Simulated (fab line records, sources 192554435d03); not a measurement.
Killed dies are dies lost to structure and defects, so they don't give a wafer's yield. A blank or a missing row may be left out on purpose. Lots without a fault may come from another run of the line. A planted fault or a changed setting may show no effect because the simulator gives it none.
Chamber matching | flow n5_finfet | N5_FIN_SAQP_MANDREL_ETCH_58 on rie_si-02: 4 sister chambers
The step etches a-Si in HBr/Cl2, stops on SiNx, target depth 45 nm, bt time 10 s, time 27 s. 16 wafers are shown with their chamber, then 8 later ones without.

WAFERS WITH THEIR CHAMBER
wafer  | chamber | drypump_motor_current_A (A) | throttle_valve_pct (%) | oes_product_au (a.u.)
L078.1 | 2       | 6.1                         | 35.25                  | 0.674
L078.2 | 1       | 6.3                         | 35.66                  | 0.688
L078.4 | 3       | 5.0                         | 35.43                  | 0.694
L079.1 | 0       | 5.8                         | 35.75                  | 0.684
L079.2 | 1       | 6.4                         | 35.64                  | 0.704
L079.5 | 3       | 5.0                         | 35.42                  | 0.693
L080.2 | 2       | 6.0                         | 35.25                  | 0.671
L080.3 | 0       | 5.8                         | 35.76                  | 0.695
L080.4 | 1       | 6.3                         | 35.62                  | 0.707
L083.1 | 3       | 5.0                         | 35.44                  | 0.689
L083.2 | 0       | 5.8                         | 35.75                  | 0.688
L083.3 | 2       | 6.1                         | 35.26                  | 0.665
L086.2 | 3       | 5.0                         | 35.44                  | 0.685
L086.4 | 0       | 5.8                         | 35.76                  | 0.689
L086.6 | 1       | 6.3                         | 35.63                  | 0.712
L090.2 | 0       | 5.8                         | 35.77                  | 0.676

SIGNATURES (means of the wafers above)
reading                 | chamber 0 | chamber 1 | chamber 2 | chamber 3 | scatter within a chamber
drypump_motor_current_A | 5.800     | 6.325     | 6.067     | 5.000     | 0.0344
throttle_valve_pct      | 35.7580   | 35.6375   | 35.2533   | 35.4325   | 0.0112
oes_product_au          | 0.68640   | 0.70275   | 0.67000   | 0.69025   | 0.00715
Rule: a wafer's distance from a chamber is the root of the sum, over the readings, of the square of ((its reading less the chamber's mean) divided by the reading's scatter). The wafer belongs to the nearest chamber; if the next one is less than 2 further off, it can't be placed. The scatter: the root of (the sum of the squares of (reading less its chamber's mean) over the shown wafers, divided by (wafers less chambers)).

WAFERS WITHOUT THEIR CHAMBER
wafer  | drypump_motor_current_A (A) | throttle_valve_pct (%) | oes_product_au (a.u.)
L090.3 | 6.1                         | 35.26                  | 0.663
L090.4 | 5.0                         | 35.44                  | 0.694
L092.1 | 5.8                         | 35.75                  | 0.694
L092.2 | 6.3                         | 35.63                  | 0.702
L092.5 | 5.8                         | 35.77                  | 0.688
L097.1 | 6.3                         | 35.65                  | 0.704
L097.3 | 6.1                         | 35.25                  | 0.671
L097.5 | 6.1                         | 35.25                  | 0.684

WHICH CHAMBER EACH WENT THROUGH
wafer  | from the rows above | in truth
L090.3 | 2                   | 2
L090.4 | 3                   | 3
L092.1 | 0                   | 0
L092.2 | 1                   | 1
L092.5 | 0                   | 0
L097.1 | 1                   | 1
L097.3 | 2                   | 2
L097.5 | 2                   | 2
Placed correctly: 8 of 8. Can't be placed from these rows: 0. Placed wrongly: 0.
